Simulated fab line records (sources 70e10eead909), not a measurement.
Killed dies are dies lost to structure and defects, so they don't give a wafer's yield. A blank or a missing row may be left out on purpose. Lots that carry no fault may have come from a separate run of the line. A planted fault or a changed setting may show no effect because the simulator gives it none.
Matching of chambers | flow nand_harc | 4 sister chambers for NHARC_A_STAIRCASE_STRIP_476 on rie_diel-13
The step strips in O2, time 20 s. 8 wafers are shown with their chamber, then 9 later ones without.

== WAFERS WITH THEIR CHAMBER ==
wafer  | chamber | showerhead_plenum_p_Torr (Torr) | drypump_motor_current_A (A)
L970.2 | 2       | 3.37                            | 5.4
L971.5 | 1       | 3.77                            | 6.6
L971.6 | 2       | 3.36                            | 5.4
L974.5 | 3       | 3.76                            | 5.9
L974.6 | 0       | 3.70                            | 5.9
L973.3 | 3       | 3.76                            | 5.9
L973.4 | 0       | 3.70                            | 5.9
L973.5 | 1       | 3.77                            | 6.5

== WAFERS MISSING THEIR CHAMBER ==
wafer  | showerhead_plenum_p_Torr (Torr) | drypump_motor_current_A (A)
L975.1 | 3.76                            | 6.6
L975.2 | 3.36                            | 5.4
L975.3 | 3.76                            | 5.9
L976.3 | 3.70                            | 5.9
L976.4 | 3.75                            | 5.9
L976.6 | 3.75                            | 5.9
L977.1 | 3.75                            | 5.9
L977.4 | 3.36                            | 5.4
L977.5 | 3.69                            | 5.9

== CHAMBER TAKEN BY EACH ==
wafer  | from the rows above | in truth
L975.1 | 1                   | 1
L975.2 | 2                   | 2
L975.3 | 3                   | 3
L976.3 | 0                   | 0
L976.4 | 3                   | 3
L976.6 | 3                   | 3
L977.1 | 3                   | 3
L977.4 | 2                   | 2
L977.5 | 0                   | 0
Correct placement for 9 of the 9. From these rows, 0 cannot be placed. Placed wrongly: 0.
How it was worked out, from the rows above alone: a wafer's distance from a chamber is the root of the sum, over the readings, of the square of ((its reading less the chamber's mean) divided by the reading's scatter). If the next closest chamber is less than 2 further off than the closest, the wafer can't be placed; otherwise it belongs to the closest. A chamber's mean is the mean of its shown wafers. How the scatter is found: for the shown wafers, subtract from each reading the mean of its chamber, square and add these, divide the total by (wafers less chambers), then take the root.
